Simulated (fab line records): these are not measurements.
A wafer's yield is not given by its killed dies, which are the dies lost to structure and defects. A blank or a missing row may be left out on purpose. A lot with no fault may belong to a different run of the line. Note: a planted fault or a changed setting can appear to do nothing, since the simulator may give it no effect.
Which tool was responsible? ; flow nand_harc ; 33 wafers from 11 lots sampled at 3 of the route's 1302 steps

## WHAT THE GAUGES SHOWED, per wafer
NHARC_A_SIN_REMOVE_INSPECT_04.
lot;measured;on;raw_defect_count
L230;day 21 14:22;defect_inspect-02;393 501 368
L231;day 21 14:20;defect_inspect-01;379 380 327
L232;day 22 02:31;defect_inspect-01;292 300 292
L237;day 24 08:58;defect_inspect-02;426 384 315
L240;day 25 08:26;defect_inspect-01;662 632 408
L241;day 26 04:12;defect_inspect-02;729 803 688
L243;day 26 16:10;defect_inspect-01;658 775 765
L246;day 27 17:28;defect_inspect-02;523 381 405
L247;day 28 12:53;defect_inspect-01;476 471 353
L251;day 29 16:50;defect_inspect-01;468 303 431
L250;day 29 16:53;defect_inspect-02;314 333 353

## EACH LOT AND THE TOOL THAT RAN IT (in order: tool; ch and the chambers of the sampled wafers; start)
lot;NHARC_A_SLIT_ETCH_15;NHARC_A_SLIT_STRIP_18
L230;rie_diel-07 ch 1,2, day 21 01:26;rie_diel-09 ch 0,2, day 21 14:22 or earlier
L231;rie_diel-09 ch 0,2, day 21 01:46;rie_diel-09 ch 0,1,3, day 21 14:20 or earlier
L232;rie_diel-06 ch 0,1,3, day 21 13:43;rie_diel-06 ch 0,2,3, day 22 02:31 or earlier
L237;rie_diel-06 ch 0,2,3, day 23 20:28;rie_diel-06 ch 2,3, day 24 08:58 or earlier
L240;rie_diel-07 ch 1,2, day 24 19:47;rie_diel-06 ch 0,1, day 25 08:26 or earlier
L241;rie_diel-06 ch 0,1,2, day 25 15:37;rie_diel-09 ch 1,2, day 26 04:12 or earlier
L243;rie_diel-06 ch 0,2,3, day 26 04:10;rie_diel-06 ch 0,2,3, day 26 16:10 or earlier
L246;rie_diel-07 ch 0,1,2, day 27 04:50;rie_diel-09 ch 1,2,3, day 27 17:28 or earlier
L247;rie_diel-07 ch 0,2,3, day 27 20:26;rie_diel-06 ch 1,2,3, day 28 12:53 or earlier
L251;rie_diel-06 ch 0,1,2, day 29 04:07;rie_diel-06 ch 1,2,3, day 29 16:50 or earlier
L250;rie_diel-06 ch 1,3, day 29 04:58;rie_diel-07 ch 1,3, day 29 16:53 or earlier
- NHARC_A_SLIT_ETCH_15: etches the open film in O2/COS, target depth 6200 nm, time 1612 s.
- NHARC_A_SLIT_STRIP_18: strips in O2.

## THE ANSWER, worked out from the rows above alone
Rule: what is usual is taken from the lots themselves. The widest of any qualifying gaps counts: lots, ordered by their means at a reading, are off when they make up no more than a third of the lots, leave a main group of 4 or more, and stand apart from it by 3 or more times the standard deviation of that group's means. A main group whose means are all the same, to the digits that the tables above print for the reading, isn't used. Also off: a lot with no number at a reading for which 4 or more lots have one. Where the step has rows for the other lots, those lots are counted as sound.
No lot is off on any of the readings shown, so nothing can be concluded from this.

## WHAT THE SIMULATOR HAD INSERTED
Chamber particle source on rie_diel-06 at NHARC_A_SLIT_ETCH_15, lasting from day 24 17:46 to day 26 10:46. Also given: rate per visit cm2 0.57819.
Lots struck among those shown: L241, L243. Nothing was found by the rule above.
